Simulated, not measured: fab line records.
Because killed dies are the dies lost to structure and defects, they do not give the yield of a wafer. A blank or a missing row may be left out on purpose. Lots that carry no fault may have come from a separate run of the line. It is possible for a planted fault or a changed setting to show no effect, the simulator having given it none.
3 desks, one fault || flow n5_finfet || only its own numbers are on each desk; what lay behind them is given at the end
Where a reading is given only as a bound, like >300, the bound stands for it, and a mean or a difference that rests on one is marked > or <: the true number lies beyond.

## TOOL OWNER'S DESK, pecvd-03
The tool's own readings at N5_PASSIVATION_PECVD_55 (deposits SiO2 from SiH4/N2O, target thk 400 nm, time 22.5 s): means of the sampled wafers that have a number, for each lot that ran on this tool. The brackets show how far a lot's mean lies from the usual mean; more than 4 standard deviations puts the lot out of limits, marked OUT.
Columns: A = heater_power_w at N5_PASSIVATION_PECVD_55, usual 731 W; B = showerhead_plenum_p_Torr at N5_PASSIVATION_PECVD_55, usual 8.17 Torr; C = throttle_valve_pct at N5_PASSIVATION_PECVD_55, usual 53.2 %
{"lot": "L385", "first seen here": "day 12 18:55", "A": 643, "B": 8.15, "C": 54.3}
{"lot": "L386", "first seen here": "day 13 01:44", "A": 750, "B": 8.15, "C": 54.7}
{"lot": "L388", "first seen here": "day 13 10:11", "A": 650, "B": 8.14, "C": 53.7}
{"lot": "L390", "first seen here": "day 14 05:59", "A": 658, "B": 8.14, "C": 53.8}
{"lot": "L402", "first seen here": "day 17 09:06", "A": 599, "B": 8.14, "C": 52.7}
{"lot": "L406", "first seen here": "day 18 19:55", "A": 761, "B": 8.14, "C": 48.3}
Result from this desk: across the 6 lots, nothing is out of limits.

## THE DEFECT DESK
What the inspections along the route counted, lot by lot: means of the sampled wafers that have a number. The brackets show how far a lot's mean lies from the usual mean; more than 4 standard deviations puts the lot out of limits, marked OUT.
Columns: A = raw_defect_count at N5_MIM_BOT_LITHO_INSPECT_12, usual 2.1; B = raw_defect_count at N5_PASSIVATION_INSPECT_61, usual 2.1
{"lot": "L385", "first seen here": "day 12 17:46", "A": 1.7, "B": 2.0}
{"lot": "L386", "first seen here": "day 13 00:44", "A": 2.0, "B": 2.0}
{"lot": "L388", "first seen here": "day 13 09:13", "A": 1.7, "B": ">101 (>+76) OUT"}
{"lot": "L390", "first seen here": "day 14 04:59", "A": 1.3, "B": ">102 (>+77) OUT"}
{"lot": "L398", "first seen here": "day 15 12:55", "A": 2.3, "B": 1.3}
{"lot": "L400", "first seen here": "day 16 20:21", "A": 4.0, "B": 1.7}
{"lot": "L401", "first seen here": "day 17 00:28", "A": 2.0, "B": 1.3}
{"lot": "L402", "first seen here": "day 17 08:08", "A": 2.0, "B": 1.3}
{"lot": "L405", "first seen here": "day 18 08:37", "A": 2.0, "B": 3.3}
{"lot": "L406", "first seen here": "day 18 18:55", "A": 3.3, "B": 1.7}
{"lot": "L407", "first seen here": "day 18 19:08", "A": 2.0, "B": 2.7}
Finding of this desk: L388, L390 out of limits; the first was L388 at day 13 11:47, on raw_defect_count at N5_PASSIVATION_INSPECT_61. Within limits: L385, L386, L398, L400, L401, L402, L405, L406, L407.

## FROM THE METROLOGY DESK
What the gauges read, lot by lot, whatever tool the lot ran on: means of the sampled wafers that have a number. The brackets show how far a lot's mean lies from the usual mean; more than 4 standard deviations puts the lot out of limits, marked OUT.
Columns: A = TV_OVL at N5_PASSIVATION_OVL_MEAS_60, usual 0 nm
{"lot": "L385", "first seen here": "day 12 21:49", "A": 1}
{"lot": "L386", "first seen here": "day 13 03:46", "A": 0}
{"lot": "L388", "first seen here": "day 13 11:46", "A": 3}
{"lot": "L390", "first seen here": "day 14 06:44", "A": -1}
{"lot": "L398", "first seen here": "day 15 14:40", "A": 9}
{"lot": "L400", "first seen here": "day 17 00:32", "A": 6}
{"lot": "L401", "first seen here": "day 17 02:31", "A": -6}
{"lot": "L402", "first seen here": "day 17 10:44", "A": -3}
{"lot": "L405", "first seen here": "day 18 10:41", "A": 4}
{"lot": "L407", "first seen here": "day 18 22:29", "A": -2}
{"lot": "L406", "first seen here": "day 18 22:38", "A": -3}
Result from this desk: across the 11 lots, nothing is out of limits.

## TAKEN TOGETHER
The defect desk could have raised an alarm at day 13 11:47, on L388, L390.
The tool owner's desk saw nothing out of limits.
At the metrology desk, nothing out of limits was observed.
On record at the tool owner's desk: L388, L390, within its limits.
The metrology desk has L388, L390 on record, within its limits.
N5_PASSIVATION_PECVD_55 was run on pecvd-03 by each of the lots named.

## WHAT THE SIMULATOR HAD PUT IN
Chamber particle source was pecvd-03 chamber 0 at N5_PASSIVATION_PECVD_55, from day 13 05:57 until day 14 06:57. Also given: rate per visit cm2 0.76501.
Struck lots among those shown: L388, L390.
Hours from the fault's start to each desk's first reading out of limits: the defect desk, 6.
